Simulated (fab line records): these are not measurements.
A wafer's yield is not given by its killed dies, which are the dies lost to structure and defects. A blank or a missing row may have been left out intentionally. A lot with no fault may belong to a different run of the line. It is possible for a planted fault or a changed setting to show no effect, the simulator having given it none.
Split-lot experiment / flow n5-finfet / 21 wafers read across 7 lots, on a route 1938 steps long

## THE SPLIT
At N5_BEOL_M13_COAT_65 (time 60 s, resist thk 350 nm), the setting spin-rpm was moved away from the recipe's 1500 rpm on 8 of the 21 wafers read, by -5.6% to +10.7%. The other wafers ran this setting at the recipe's value.

Reading taken at the split's own step.

## THE READING
SOC_of_BEOL_M13_COAT_65.thk-nm (the simulator's own value, which no gauge read), in nm, at N5_BEOL_M13_COAT_65 (time 60 s, resist thk 350 nm). The file gives no usual value for it. Average 350.0 nm, standard deviation 0.96 nm, over the 13 wafers here run with the recipe.

wafer=L075.1; tool, chamber at the split=litho-track-04, 0; spin-rpm as run, rpm=1588; against the recipe=+5.9%; SOC_of_BEOL_M13_COAT_65.thk-nm, nm=341.2; against lot-mates on the recipe=-10.0
wafer=L075.3; tool, chamber at the split=litho-track-04, 0; spin-rpm as run, rpm=1500; against the recipe=recipe; SOC_of_BEOL_M13_COAT_65.thk-nm, nm=351.6; against lot-mates on the recipe=-
wafer=L075.6; tool, chamber at the split=litho-track-04, 0; spin-rpm as run, rpm=1500; against the recipe=recipe; SOC_of_BEOL_M13_COAT_65.thk-nm, nm=350.8; against lot-mates on the recipe=-
wafer=L080.2; tool, chamber at the split=litho-track-05, 0; spin-rpm as run, rpm=1500; against the recipe=recipe; SOC_of_BEOL_M13_COAT_65.thk-nm, nm=349.4; against lot-mates on the recipe=-
wafer=L080.3; tool, chamber at the split=litho-track-05, 0; spin-rpm as run, rpm=1638; against the recipe=+9.2%; SOC_of_BEOL_M13_COAT_65.thk-nm, nm=335.8; against lot-mates on the recipe=-14.3
wafer=L080.5; tool, chamber at the split=litho-track-05, 0; spin-rpm as run, rpm=1500; against the recipe=recipe; SOC_of_BEOL_M13_COAT_65.thk-nm, nm=350.8; against lot-mates on the recipe=-
wafer=L084.1; tool, chamber at the split=litho-track-05, 0; spin-rpm as run, rpm=1416; against the recipe=-5.6%; SOC_of_BEOL_M13_COAT_65.thk-nm, nm=358.2; against lot-mates on the recipe=+9.1
wafer=L084.5; tool, chamber at the split=litho-track-05, 0; spin-rpm as run, rpm=1500; against the recipe=recipe; SOC_of_BEOL_M13_COAT_65.thk-nm, nm=348.6; against lot-mates on the recipe=-
wafer=L084.6; tool, chamber at the split=litho-track-05, 0; spin-rpm as run, rpm=1500; against the recipe=recipe; SOC_of_BEOL_M13_COAT_65.thk-nm, nm=349.6; against lot-mates on the recipe=-
wafer=L085.3; tool, chamber at the split=litho-track-01, 0; spin-rpm as run, rpm=1500; against the recipe=recipe; SOC_of_BEOL_M13_COAT_65.thk-nm, nm=350.2; against lot-mates on the recipe=-
wafer=L085.5; tool, chamber at the split=litho-track-01, 0; spin-rpm as run, rpm=1500; against the recipe=recipe; SOC_of_BEOL_M13_COAT_65.thk-nm, nm=350; against lot-mates on the recipe=-
wafer=L085.6; tool, chamber at the split=litho-track-01, 0; spin-rpm as run, rpm=1500; against the recipe=recipe; SOC_of_BEOL_M13_COAT_65.thk-nm, nm=349.8; against lot-mates on the recipe=-
wafer=L089.2; tool, chamber at the split=litho-track-04, 0; spin-rpm as run, rpm=1660; against the recipe=+10.7%; SOC_of_BEOL_M13_COAT_65.thk-nm, nm=333.6; against lot-mates on the recipe=-16.8
wafer=L089.5; tool, chamber at the split=litho-track-04, 0; spin-rpm as run, rpm=1500; against the recipe=recipe; SOC_of_BEOL_M13_COAT_65.thk-nm, nm=350.4; against lot-mates on the recipe=-
wafer=L089.6; tool, chamber at the split=litho-track-04, 0; spin-rpm as run, rpm=1660; against the recipe=+10.7%; SOC_of_BEOL_M13_COAT_65.thk-nm, nm=333; against lot-mates on the recipe=-17.4
wafer=L094.1; tool, chamber at the split=litho-track-05, 0; spin-rpm as run, rpm=1456; against the recipe=-2.9%; SOC_of_BEOL_M13_COAT_65.thk-nm, nm=355.6; against lot-mates on the recipe=+7.6
wafer=L094.2; tool, chamber at the split=litho-track-05, 0; spin-rpm as run, rpm=1500; against the recipe=recipe; SOC_of_BEOL_M13_COAT_65.thk-nm, nm=348; against lot-mates on the recipe=-
wafer=L094.4; tool, chamber at the split=litho-track-05, 0; spin-rpm as run, rpm=1456; against the recipe=-2.9%; SOC_of_BEOL_M13_COAT_65.thk-nm, nm=354.4; against lot-mates on the recipe=+6.4
wafer=L096.1; tool, chamber at the split=litho-track-01, 0; spin-rpm as run, rpm=1613; against the recipe=+7.5%; SOC_of_BEOL_M13_COAT_65.thk-nm, nm=338.8; against lot-mates on the recipe=-11.9
wafer=L096.3; tool, chamber at the split=litho-track-01, 0; spin-rpm as run, rpm=1500; against the recipe=recipe; SOC_of_BEOL_M13_COAT_65.thk-nm, nm=351.2; against lot-mates on the recipe=-
wafer=L096.6; tool, chamber at the split=litho-track-01, 0; spin-rpm as run, rpm=1500; against the recipe=recipe; SOC_of_BEOL_M13_COAT_65.thk-nm, nm=350.2; against lot-mates on the recipe=-

FIT RESULTS
A straight line over all 21 wafers: SOC_of_BEOL_M13_COAT_65.thk-nm changes by -1.55 nm for each +1% of spin-rpm; r = -0.99; the points scatter about the line by 0.85 nm.
The same after taking each lot's own level away (the mean of its wafers on the recipe; 21 wafers): -1.65 nm for each +1%; r = -0.99; scatter 0.81 nm.
Per that fit: largest spin-rpm move, reading shift of 18 nm.
The lots' own levels span 348.00 to 351.20 nm, that is 3.3 times the standard deviation above.
Hence the lot-to-lot level has little effect on the slope; both slopes agree.
Check: for one of the wafers moved furthest among these (+10.7%), held out of the fit, the line's prediction against its lot-mates is -17.5 nm. Against them it came out at -16.8 nm.

## ADDITIONAL SPLITS CARRIED BY THESE WAFERS
Note: prior to the reading, these wafers also went through further splits. Each is held against what the fit with the lots' levels taken away leaves over:
other split on the same wafers=N5_BEOL_M8_EXPOSE_25 dose-mj; wafers away from the commonest value=8; r with SOC_of_BEOL_M13_COAT_65.thk-nm (lot level and that fit taken away)=+0.26
other split on the same wafers=N5_BEOL_M10_TRENCH_ETCH_37 bias-w; wafers away from the commonest value=8; r with SOC_of_BEOL_M13_COAT_65.thk-nm (lot level and that fit taken away)=+0.11
other split on the same wafers=N5_BEOL_M11_COAT_22 spin-rpm; wafers away from the commonest value=6; r with SOC_of_BEOL_M13_COAT_65.thk-nm (lot level and that fit taken away)=-0.13
other split on the same wafers=N5_BEOL_M11_PEB_26 peb-time-s; wafers away from the commonest value=7; r with SOC_of_BEOL_M13_COAT_65.thk-nm (lot level and that fit taken away)=-0.20

## THE FILE'S OWN FIT
SOC_of_BEOL_M13_COAT_65.thk-nm changes by -1.62 nm for each +1% of spin-rpm, r = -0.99.
